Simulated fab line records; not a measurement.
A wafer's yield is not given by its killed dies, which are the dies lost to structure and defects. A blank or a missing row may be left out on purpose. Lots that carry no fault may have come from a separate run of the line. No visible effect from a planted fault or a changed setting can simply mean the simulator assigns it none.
Which tool is to blame?    flow n5-finfet    Sampling: 9 lots, 27 wafers, 5 of 1938 route steps

== WHAT EACH GAUGE READ, for each wafer ==
N5_BEOL_M2_CD_MEAS_11: target cd 16.79 nm. Usual: cd-nm at 16.69 nm, with a standard deviation of 0.21.
lot   measured      on         cd-nm (nm)         flag
L849  day 6 09:35   cd-sem-03  16.64 17.08 16.78  
L850  day 6 16:02   cd-sem-01  17.19 16.56 16.59  
L853  day 7 12:50   cd-sem-03  16.37 16.74 16.39  
L856  day 8 07:53   cd-sem-02  17.05 16.74 16.68  
L860  day 9 08:51   cd-sem-01  16.82 16.84 16.47  
L866  day 10 19:53  cd-sem-03  16.77 16.92 16.65  
L868  day 11 13:45  cd-sem-02  16.74 16.59 16.66  
L872  day 12 05:40  cd-sem-02  16.68 16.82 16.71  
L871  day 12 14:02  cd-sem-02  16.37 16.59 16.69  

N5_BEOL_M4_RC_MEAS_101. Usual: DIBL_N 35.9 mV/V, standard deviation 1.3; DIBL_P 35.9 mV/V, standard deviation 1.6; IOFF_N 0.156 nA/um, standard deviation 0.022; IOFF_P 0.205 nA/um, standard deviation 0.023; ION_N 675 uA/um, standard deviation 9; ION_P 463 uA/um, standard deviation 5.6; SS_N 71.4 mV/dec, standard deviation 0.57; SS_P 73.1 mV/dec, standard deviation 0.52; VT_N 249.7 mV, standard deviation 2.8; VT_P -250.2 mV, standard deviation 2.5.
lot   measured      on         DIBL_N (mV/V)   DIBL_P (mV/V)   IOFF_N (nA/um)     IOFF_P (nA/um)     ION_N (uA/um)  ION_P (uA/um)  SS_N (mV/dec)   SS_P (mV/dec)   VT_N (mV)          VT_P (mV)             flag
L849  day 7 11:56   prober-01  36.1 36.0 36.9  36.4 36.6 37.0  0.151 0.157 0.162  0.213 0.220 0.223  667 686 670    467 468 463    70.4 71.2 71.6  73.2 73.6 73.7  251.6 250.6 251.5  -249.9 -249.2 -249.0  
L850  day 8 04:08   prober-02  35.6 35.5 35.9  34.2 34.0 33.5  0.159 0.150 0.156  0.222 0.217 0.207  675 666 667    464 461 457    71.5 72.1 71.5  73.0 72.8 72.6  246.2 250.6 248.4  -248.6 -248.1 -250.1  
L853  day 9 05:26   prober-01  35.5 36.9 37.6  36.9 38.7 39.1  0.157 0.190 0.204  0.188 0.218 0.226  677 691 688    460 466 459    70.8 71.9 72.4  73.3 73.0 73.5  249.9 248.4 246.2  -252.9 -249.9 -252.3  
L856  day 9 13:36   prober-02  34.7 37.3 35.3  35.5 38.2 35.8  0.136 0.170 0.142  0.218 0.266 0.223  673 675 679    467 472 474    71.1 72.1 71.8  72.3 73.3 72.5  249.2 248.7 250.7  -247.6 -243.5 -248.0  
L860  day 10 13:40  prober-01  35.9 35.2 35.7  36.0 35.3 35.8  0.162 0.151 0.155  0.199 0.188 0.194  670 678 670    461 465 462    71.2 71.4 71.5  72.5 72.7 73.0  247.1 245.8 246.7  -250.7 -251.3 -252.4  
L866  day 12 08:43  prober-02  38.3 36.2 36.1  37.3 35.6 36.0  0.176 0.139 0.146  0.246 0.225 0.226  678 664 672    469 472 473    70.9 70.7 71.4  73.8 73.2 72.6  249.1 250.8 249.6  -246.2 -244.7 -248.5  
L868  day 13 05:36  prober-01  35.7 35.8 34.8  37.2 37.6 36.8  0.150 0.152 0.139  0.185 0.198 0.183  666 665 665    457 459 456    71.5 71.9 71.7  72.9 73.2 72.6  252.0 249.6 252.1  -253.1 -253.4 -254.4  
L872  day 13 10:26  prober-02  38.9 38.1 37.4  38.9 36.9 36.3  0.200 0.182 0.172  0.240 0.209 0.203  683 680 680    463 460 462    71.4 71.7 71.7  74.7 73.5 73.1  246.9 248.8 250.2  -249.0 -250.7 -252.5  
L871  day 14 02:27  prober-01  34.8 35.9 35.1  33.5 35.1 33.4  0.121 0.141 0.122  0.176 0.204 0.179  667 671 669    466 468 464    71.0 71.4 70.9  72.4 73.3 73.0  252.6 251.9 252.8  -252.6 -248.8 -248.2  

== WHICH TOOL RAN EACH LOT (tool, then ch and the chambers of the sampled wafers, then the start) ==
lot   N5_BEOL_M2_PECVD_72              N5_BEOL_M2_DESCUM_16                N5_BEOL_M2_ETCH_64
L849  pecvd-02 ch 0,1,2, day 6 08:39   rie-diel-03 ch 0,3, day 6 09:43     rie-diel-03 ch 0,3, day 6 09:47
L850  pecvd-03 ch 0,1,2, day 6 15:33   rie-diel-05 ch 1,3, day 6 16:10     rie-diel-05 ch 1,3, day 6 16:15
L853  pecvd-03 ch 0,1, day 7 12:08     rie-diel-05 ch 2,3, day 7 12:58     rie-diel-05 ch 2,3, day 7 13:03
L856  pecvd-02 ch 0,1, day 8 06:58     rie-diel-04 ch 0,2,3, day 8 08:01   rie-diel-04 ch 0,2,3, day 8 08:05
L860  pecvd-02 ch 0,1, day 9 08:14     rie-diel-05 ch 1,3, day 9 08:58     rie-diel-05 ch 1,3, day 9 09:03
L866  pecvd-03 ch 0,1, day 10 16:41    rie-diel-05 ch 0,2,3, day 10 20:01  rie-diel-05 ch 0,2,3, day 10 20:05
L868  pecvd-03 ch 0,1,2, day 11 12:45  rie-diel-05 ch 0,1,2, day 11 14:11  rie-diel-05 ch 0,1,2, day 11 14:16
L872  pecvd-01 ch 0,1, day 12 04:38    rie-diel-04 ch 1,2,3, day 12 05:47  rie-diel-04 ch 1,2,3, day 12 05:52
L871  pecvd-03 ch 0,1, day 12 12:58    rie-diel-03 ch 0,1,2, day 12 14:22  rie-diel-03 ch 0,1,2, day 12 14:26
- N5_BEOL_M2_PECVD_72: deposits SiO2 from TEOS/O2, target thk 16 nm, time 18 s.
- N5_BEOL_M2_DESCUM_16: chemistry O2, time 7 s.
- N5_BEOL_M2_ETCH_64: etches SOC in N2/H2, target depth 75 nm, overetch 22.5 nm, time 121.9 s.

== AS READ BY THE TOOLS THEMSELVES (means over the sampled wafers that have a number; for cases with no such wafer, the mark the record gives instead) ==
N5_BEOL_M2_PECVD_72. Usual: heater-power-w 674 W, standard deviation 52; showerhead-plenum-p-Torr 8.78 Torr, standard deviation 0.059; throttle-valve-pct 22.6 %, standard deviation 1.3.
lot   tool      heater-power-w (W)  showerhead-plenum-p-Torr (Torr)  throttle-valve-pct (%)  flag
L849  pecvd-02  609                 8.73                             23.7                    
L850  pecvd-03  744                 8.75                             21.7                    
L853  pecvd-03  708                 8.84                             21.7                    
L856  pecvd-02  634                 8.77                             24.5                    
L860  pecvd-02  671                 8.74                             24.2                    
L866  pecvd-03  706                 8.82                             21.7                    
L868  pecvd-03  671                 8.77                             21.1                    
L872  pecvd-01  622                 8.83                             23.4                    
L871  pecvd-03  651                 8.81                             21.6                    

N5_BEOL_M2_DESCUM_16. Usual: for bias-power-w, 20.00 W with a standard deviation of 0.058; for drypump-motor-current-A, 5.8 A with a standard deviation of 0.32; for oes-product-au, 0.78 a.u. with a standard deviation of 0.078; for rf-vpp-V, 243.6 V with a standard deviation of 1.3; for showerhead-plenum-p-Torr, 2.12 Torr with a standard deviation of 0.065; for temp-c, 39.99 C with a standard deviation of 0.12; for throttle-valve-pct, 20.46 % with a standard deviation of 0.25.
lot   tool         bias-power-w (W)  drypump-motor-current-A (A)  oes-product-au (a.u.)  rf-vpp-V (V)  showerhead-plenum-p-Torr (Torr)  temp-c (C)  throttle-valve-pct (%)  flag
L849  rie-diel-03  19.98             5.6                          0.72                   243.4         2.11                             40.09       20.75                   
L850  rie-diel-05  20.03             5.6                          0.77                   243.1         2.14                             39.88       20.45                   
L853  rie-diel-05  19.99             5.7                          0.86                   243.3         2.08                             40.12       20.35                   
L856  rie-diel-04  20.00             6.2                          0.73                   244.0         2.11                             40.09       20.67                   
L860  rie-diel-05  19.99             5.6                          0.74                   243.7         2.13                             39.96       20.48                   
L866  rie-diel-05  20.04             5.6                          0.83                   243.6         2.12                             40.08       20.30                   
L868  rie-diel-05  20.05             5.5                          0.78                   244.5         2.16                             39.92       20.36                   
L872  rie-diel-04  19.98             6.2                          0.79                   243.0         2.09                             39.93       20.65                   
L871  rie-diel-03  19.98             5.6                          0.84                   243.0         2.12                             39.85       20.22                   

N5_BEOL_M2_ETCH_64. Usual: for bias-w, 150.0 W with a standard deviation of 0.39; for drypump-motor-current-A, 5.8 A with a standard deviation of 0.33; for oes-product-au, 0.59 a.u. with a standard deviation of 0.056; for rf-vpp-V, 524.7 V with a standard deviation of 2.2; for showerhead-plenum-p-Torr, 2.58 Torr with a standard deviation of 0.078; for temp-c, 39.99 C with a standard deviation of 0.11; for throttle-valve-pct, 17.8 % with a standard deviation of 0.3.
lot   tool         bias-w (W)  drypump-motor-current-A (A)  oes-product-au (a.u.)  rf-vpp-V (V)  showerhead-plenum-p-Torr (Torr)  temp-c (C)  throttle-valve-pct (%)  flag
L849  rie-diel-03  150.3       5.6                          0.55                   524.5         2.57                             40.04       18.1                    
L850  rie-diel-05  149.6       5.6                          0.59                   524.7         2.59                             39.99       17.8                    
L853  rie-diel-05  149.6       5.7                          0.65                   523.7         2.51                             39.93       17.6                    
L856  rie-diel-04  150.0       6.2                          0.56                   524.3         2.57                             39.97       18.1                    
L860  rie-diel-05  149.9       5.6                          0.56                   524.3         2.58                             40.12       17.9                    
L866  rie-diel-05  167.9       5.7                          0.62                   560.3         2.57                             39.97       17.6                    OFF
L868  rie-diel-05  167.4       5.5                          0.59                   562.1         2.62                             39.93       17.7                    OFF
L872  rie-diel-04  149.7       6.3                          0.60                   523.3         2.55                             39.94       18.1                    
L871  rie-diel-03  149.9       5.6                          0.63                   524.2         2.56                             40.01       17.6                    

== THE ANSWER, worked out from the rows above alone ==
Rule: take the mean of a lot's wafers that have a number; if it is more than 3 standard deviations from the usual mean, the lot is off. Also off: a lot with no number at a reading for which 4 or more lots have one. Any other lot the step has rows for is counted as sound. Order of review: gauges by route order, followed by the tools' own readings, for which a lot's mean as printed above is used. The first step at which some lot is off is used, and at that step the reading that is off furthest; a lot without a number counts as furthest.
Off at N5_BEOL_M2_ETCH_64 (bias-w): L866, L868.
If a tool, at that step or one of the process steps before it, ran each lot that is off and ran no sound lot following the first of them, it fits. One candidate fits, namely rie-diel-05 at N5_BEOL_M2_DESCUM_16 and N5_BEOL_M2_ETCH_64. At N5_BEOL_M2_DESCUM_16 its last sound lot is L860 (day 9 08:58), its first lot that is off L866 (day 10 20:01): a fault that began between those two fits.

== WHAT HAD BEEN PUT IN BY THE SIMULATOR ==
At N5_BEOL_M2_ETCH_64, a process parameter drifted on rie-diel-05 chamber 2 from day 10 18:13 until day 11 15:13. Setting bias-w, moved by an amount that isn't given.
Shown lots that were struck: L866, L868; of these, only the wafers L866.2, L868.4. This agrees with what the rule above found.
